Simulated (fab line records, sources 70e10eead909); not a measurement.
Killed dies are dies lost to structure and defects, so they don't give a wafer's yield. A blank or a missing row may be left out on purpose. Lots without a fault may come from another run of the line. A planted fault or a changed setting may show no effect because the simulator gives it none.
fab line records | flow nand_harc | part 2 of 2: steps 5 to 6 of 6
record lots=20 wafers=60 last_day=24
route steps=1159 shown A_STAIRCASE@587
lots that met no fault: from a run of the same line without faults
start_h: hours from the record's first day to the start of the lot's first wafer shown | wait_h: hours since the lot's step before | " the same as in the row above | L1.1+2: a row that stands for several wafers | - no value, or no start given | * or withheld: withheld | < > ~ a bound
route shown NAME@n: a module of which the file shows steps, and the number in the route of the first | usual: mean/standard deviation of fault-free wafers | same: alike in all rows | chamber/n: place in a boat | sites: the reading at each site | _std_site: their standard deviation | _edge_site: outer sites' mean less inner sites' | radius_mm: how far each site lies from the wafer's centre | mask NAME#n: copy n | behind: the tool/chamber that last shaped the wafer | hold: why the lot was held/for how many hours/how that ended | device: the transistor (n, p or np) that didn't switch | end of line: the same wafers' tests at the end of the route | a step without rows: its recipe alone | killed: dies lost to structure and defects at the first sort, not the wafer's yield | map: a wafer's dies, x killed, . not, _ none there
set.NAME: the setting as run; set.NAME@STEP: as run at that earlier step | model.NAME: the simulator's own value behind a step, which no gauge read
steps of the route over a sample of lots; a table a step, a row a wafer
services: from which hour (start_h, from the record's first day; less than 0 if before it) a tool's chamber was out of use, for how many hours, and why
## steps
# step NHARC_A_STAIRCASE_ETCH_452
# recipe target_depth_a=300 overetch_a=30 time_s=16.5 ion_energy_ev=100 cf4_flow_sccm=80 o2_flow_sccm=20 ar_flow_sccm=0 rf_w=300 bias_w=100 chemistry=CF4/O2
# usual drypump_motor_current_A=6.0/0.36 mfc_ar_sccm=0.009/0.011 oes_product_au=1.003/0.0097 rf_vpp_V=198.4/1.4 showerhead_plenum_p_Torr=1.36/0.064 throttle_valve_pct=13.397/0.01
# columns lot.wafer tool chamber start_h wait_h drypump_motor_current_A mfc_ar_sccm oes_product_au rf_hours_counter_h rf_vpp_V showerhead_plenum_p_Torr throttle_valve_pct
L074.4 rie_diel-06 0 - - 6.5 0 0.997 1 197.7 1.32 13.387
L074.6 " 3 " " 6.0 0 1.022 - 199.0 1.40 13.397
L074.5 " 0 " " 6.5 0 0.987 - 198.1 1.32 13.402
L076.3 rie_diel-10 3 - - 5.9 0.002 0.999 32 195.8 1.24 13.390
L076.6 " 3 " " 5.9 0.002 1.002 - 195.4 1.23 13.415
L076.5 " 1 " " 5.7 0 1.005 - 200.1 1.44 13.387
L075.1 rie_diel-10 0 - - 6.2 0.030 1.003 27 198.3 1.41 13.400
L075.6 " 1 " " 5.7 0 1.002 - 198.6 1.44 13.387
L075.5 " 2 " " 6.4 0 0.996 - 199.3 1.38 13.385
L079.2 rie_diel-06 0 - - 6.5 0 0.989 12 199.3 1.32 13.398
L079.1 " 1 " " 6.0 0.012 1.014 11 200.2 1.44 13.386
L079.6 " 0 " " 6.5 0 0.977 - 197.8 1.32 13.404
L081.2 rie_diel-10 0 - - 6.2 0.030 1.012 29 198.9 1.41 13.383
L081.4 " 2 " " 6.4 0 0.999 28 198.8 1.38 13.401
L081.1 " 3 " " 6.0 0.002 0.996 35 197.4 1.23 13.395
L080.3 rie_diel-10 0 - - 6.2 0.030 1.012 32 200.7 1.41 13.388
L080.5 " 0 " " 6.2 0.030 1.003 - 200.3 1.41 13.390
L080.6 " 1 " " 5.6 0 0.992 - 199.4 1.44 13.392
L084.4 rie_diel-10 1 - - 5.7 0 1.006 48 200.0 1.44 13.397
L084.1 " 2 " " 6.4 0 1.004 38 198.2 1.38 13.378
L084.2 " 3 " " 5.9 0.002 1.011 46 194.7 1.23 13.379
L083.4 rie_diel-06 3 - - 6.0 0 1.011 22 199.2 1.40 13.400
L083.5 " 3 " " 6.0 0 1.018 - 198.7 1.39 13.401
L083.6 " 0 " " 6.5 0 0.990 - 197.5 1.31 13.399
L090.1 rie_diel-10 3 - - 5.9 0.002 1.004 57 196.8 1.23 13.394
L090.4 " 1 " " 5.7 0 1.007 61 199.4 1.43 13.401
L090.5 " 0 " " 6.2 0.030 1.013 - 200.3 1.40 13.393
L087.1 rie_diel-06 0 - - 6.4 0 1.006 35 197.0 1.31 13.403
L087.6 " 2 " " 5.5 0.013 1.022 - 198.7 1.36 13.393
L087.5 " 3 " " 6.0 0 1.014 - 198.4 1.39 13.402
L089.4 rie_diel-10 1 - - 5.7 0 0.998 62 199.5 1.43 13.387
L089.6 " 2 " " 6.3 0 0.994 - 198.3 1.37 13.418
L089.5 " 3 " " 5.9 0.002 0.997 - 195.4 1.23 13.392
L088.1 rie_diel-10 3 - - 5.9 0.002 1.003 58 195.3 1.23 13.395
L088.3 " 0 " " 6.2 0.030 1.009 52 199.7 1.40 13.408
L088.6 " 3 " " 5.9 0.002 1.004 - 196.1 1.23 13.390
L086.1 rie_diel-02 3 - - 6.3 0 1.007 1 197.9 1.34 13.397
L086.3 " 0 " " 6.1 0 0.985 1 196.8 1.27 13.398
L086.6 " 1 " " 5.4 0.022 0.996 - 197.3 1.29 13.403
L091.3 rie_diel-10 3 - - 5.9 0.002 0.998 63 194.9 1.23 13.409
L091.1 " 0 " " 6.2 0.030 1.002 57 199.9 1.40 13.402
L091.4 " 1 " " 5.7 0 0.998 66 198.2 1.43 13.412
L092.1 rie_diel-06 2 - - 5.5 0.013 1.021 35 198.1 1.36 13.379
L092.2 " 3 " " 6.0 0 1.015 39 200.6 1.39 13.407
L092.5 " 2 " " 5.5 0.013 1.020 - 197.9 1.36 13.411
L093.4 rie_diel-06 2 - - 5.4 0.013 1.018 41 199.5 1.36 13.399
L093.1 " 3 " " 6.0 0 1.018 44 200.5 1.39 13.392
L093.3 " 1 " " 6.0 0.012 1.014 45 199.7 1.44 13.405
L094.1 rie_diel-10 2 - - 6.4 0 0.992 4 198.0 1.37 13.400
L094.2 " 0 " " 6.2 0.030 0.999 4 200.6 1.40 13.377
L094.4 " 2 " " 6.4 0 0.991 - 198.1 1.37 13.409
L096.1 rie_diel-06 0 - - 6.4 0 0.996 47 197.7 1.31 13.398
L096.2 " 3 " " 6.0 0 1.011 47 199.4 1.39 13.407
L096.6 " 3 " " 6.0 0 1.008 - 198.6 1.39 13.387
L095.3 rie_diel-10 0 - - 6.2 0.030 1.004 5 199.5 1.40 13.398
L095.4 " 1 " " 5.7 0 1.008 - 199.3 1.43 13.413
L095.6 " 2 " " 6.4 0 0.993 - 198.6 1.37 13.397
L097.4 rie_diel-02 3 - - 6.3 0 1.012 23 198.2 1.34 13.418
L097.1 " 0 " " 6.1 0 1.000 25 196.6 1.27 13.385
L097.2 " 1 " " 5.4 0.022 1.001 22 196.7 1.28 13.383
# step NHARC_A_STAIRCASE_STRIP_295
# recipe o2_flow_sccm=500 ar_flow_sccm=0 bias_w=0 chemistry=O2
# usual drypump_motor_current_A=6.0/0.37 mfc_ar_sccm=0.008/0.011 oes_product_au=1.000/0.011 rf_vpp_V=58.0/0.92 showerhead_plenum_p_Torr=3.59/0.16 throttle_valve_pct=17.036/0.0082
# columns lot.wafer tool chamber start_h wait_h drypump_motor_current_A mfc_ar_sccm oes_product_au rf_hours_counter_h rf_vpp_V showerhead_plenum_p_Torr throttle_valve_pct
L074.4 rie_diel-06 3 - - 6.0 0 1.007 2 56.7 3.69 17.041
L074.5 " 3 " " 6.0 0 1.011 - 58.4 3.69 17.027
L074.6 " 0 " " 6.5 0 0.981 - 58.4 3.48 17.039
L076.3 rie_diel-10 0 - - 6.2 0.030 1.015 26 57.5 3.71 17.040
L076.5 " 0 " " 6.2 0.030 1.010 - 59.2 3.71 17.014
L076.6 " 1 " " 5.7 0 0.999 - 59.9 3.79 17.031
L075.1 rie_diel-10 3 - - 5.9 0.002 0.997 34 56.2 3.27 17.037
L075.6 " 0 " " 6.2 0.030 0.991 - 57.9 3.71 17.031
L075.5 " 1 " " 5.7 0 1.003 - 59.3 3.79 17.014
L079.1 rie_diel-06 0 - - 6.5 0 0.985 13 57.6 3.48 17.037
L079.2 " 3 " " 6.0 0 1.021 12 58.5 3.68 17.027
L079.6 " 3 " " 6.0 0 1.019 - 59.0 3.68 17.031
L081.2 rie_diel-10 2 - - 6.4 0 1.003 28 57.8 3.64 17.035
L081.4 " 3 " " 6.0 0.002 0.996 36 57.9 3.27 17.038
L081.1 " 1 " " 5.7 0 0.984 39 58.2 3.79 17.053
L080.3 rie_diel-10 1 - - 5.7 0 0.988 43 58.2 3.78 17.033
L080.6 " 2 " " 6.4 0 1.000 - 58.3 3.63 17.043
L080.5 " 3 " " 5.9 0.002 1.006 - 56.6 3.27 17.027
L084.4 rie_diel-10 2 - - 6.4 0 0.989 39 58.1 3.63 17.036
L084.1 " 3 " " 5.9 0.002 0.999 46 58.5 3.27 17.023
L084.2 " 0 " " 6.2 0.030 0.997 39 57.3 3.70 17.049
L083.4 rie_diel-06 3 - - 6.0 0 1.015 22 58.9 3.68 17.047
L083.6 " 3 " " 6.0 0 1.018 - 57.7 3.68 17.030
L083.5 " 0 " " 6.5 0 0.981 - 57.5 3.47 17.036
L090.4 rie_diel-10 3 - - 5.9 0.002 1.002 57 58.9 3.26 17.043
L090.1 " 0 " " 6.2 0.030 1.004 51 59.5 3.70 17.034
L090.5 " 1 " " 5.7 0 0.992 - 57.8 3.77 17.030
L087.1 rie_diel-06 2 - - 5.5 0.013 1.015 31 58.3 3.58 17.040
L087.6 " 0 " " 6.5 0 0.983 - 57.8 3.47 17.038
L087.5 " 1 " " 6.0 0.012 1.003 - 59.5 3.79 17.043
L089.4 rie_diel-10 1 - - 5.7 0 0.991 63 58.3 3.77 17.042
L089.6 " 1 " " 5.7 0 1.000 - 57.2 3.77 17.025
L089.5 " 2 " " 6.4 0 1.001 - 57.1 3.62 17.032
L088.3 rie_diel-10 1 - - 5.7 0 0.989 64 57.7 3.77 17.031
L088.1 " 2 " " 6.4 0 0.990 53 58.5 3.62 17.031
L088.6 " 1 " " 5.7 0 1.008 - 59.7 3.77 17.050
L086.1 rie_diel-02 3 - - 6.3 0 1.012 1 57.2 3.55 17.026
L086.3 " 0 " " 6.1 0 0.992 1 56.1 3.37 17.029
L086.6 " 2 " " 5.2 0.025 1.001 - 56.7 3.47 17.040
L091.4 rie_diel-10 2 - - 6.4 0 0.999 56 59.2 3.62 17.035
L091.3 " 3 " " 6.0 0.002 1.012 63 58.4 3.26 17.056
L091.1 " 0 " " 6.2 0.030 1.006 57 58.5 3.69 17.033
L092.1 rie_diel-06 3 - - 6.0 0 0.998 40 56.7 3.67 17.042
L092.2 " 2 " " 5.5 0.013 1.002 36 59.1 3.58 17.037
L092.5 " 3 " " 6.0 0 1.013 - 58.8 3.67 17.037
L093.1 rie_diel-06 1 - - 6.0 0.012 1.008 46 58.0 3.78 17.025
L093.3 " 2 " " 5.5 0.013 1.007 41 57.4 3.58 17.010
L093.4 " 3 " " 6.0 0 1.013 45 58.5 3.67 17.034
L094.2 rie_diel-10 2 - - 6.4 0 0.993 5 58.4 3.62 17.031
L094.1 " 0 " " 6.2 0.030 0.995 5 59.4 3.69 17.042
L094.4 " 0 " " 6.2 0.030 1.004 - 57.6 3.69 17.038
L096.1 rie_diel-06 1 - - 6.1 0.012 1.006 50 58.3 3.78 17.039
L096.2 " 0 " " 6.4 0 0.984 48 57.5 3.46 17.048
L096.6 " 1 " " 6.0 0.012 1.006 - 58.5 3.78 17.034
L095.3 rie_diel-10 2 - - 6.4 0 0.992 6 56.7 3.62 17.041
L095.4 " 3 " " 5.9 0.002 0.991 1 60.5 3.81 17.026
L095.6 " 0 " " 6.2 0.030 0.999 - 58.4 3.69 17.031
L097.2 rie_diel-02 0 - - 6.1 0 0.987 26 57.3 3.35 17.042
L097.4 " 1 " " 5.4 0.022 0.998 23 56.7 3.40 17.045
L097.1 " 3 " " 6.4 0 1.012 24 57.3 3.53 17.038
## services
# columns tool chamber start_h hours kind
rie_diel-10 0 232.39 22.6 repair
rie_diel-10 1 234.60 - clean
rie_diel-10 2 234.60 - clean
rie_diel-10 3 234.60 - clean
rie_diel-06 - 241.43 9.0 pm
rie_diel-10 0 259.12 - clean
rie_diel-10 1 259.12 - clean
rie_diel-10 2 259.12 - clean
rie_diel-10 3 259.12 - clean
rie_diel-10 0 283.91 - clean
rie_diel-10 1 283.91 - clean
rie_diel-10 2 283.91 - clean
rie_diel-10 3 283.91 - clean
rie_diel-10 0 308.41 - clean
rie_diel-10 1 308.41 - clean
rie_diel-10 2 308.41 - clean
rie_diel-10 3 308.41 - clean
rie_diel-10 - 310.41 0.8 repair
rie_diel-02 - 329.09 9.0 pm
rie_diel-10 0 332.91 - clean
rie_diel-10 - 353.53 9.0 pm
rie_diel-10 3 367.24 13.3 repair
rie_diel-10 1 386.81 5.0 repair
rie_diel-06 - 390.24 1.4 repair
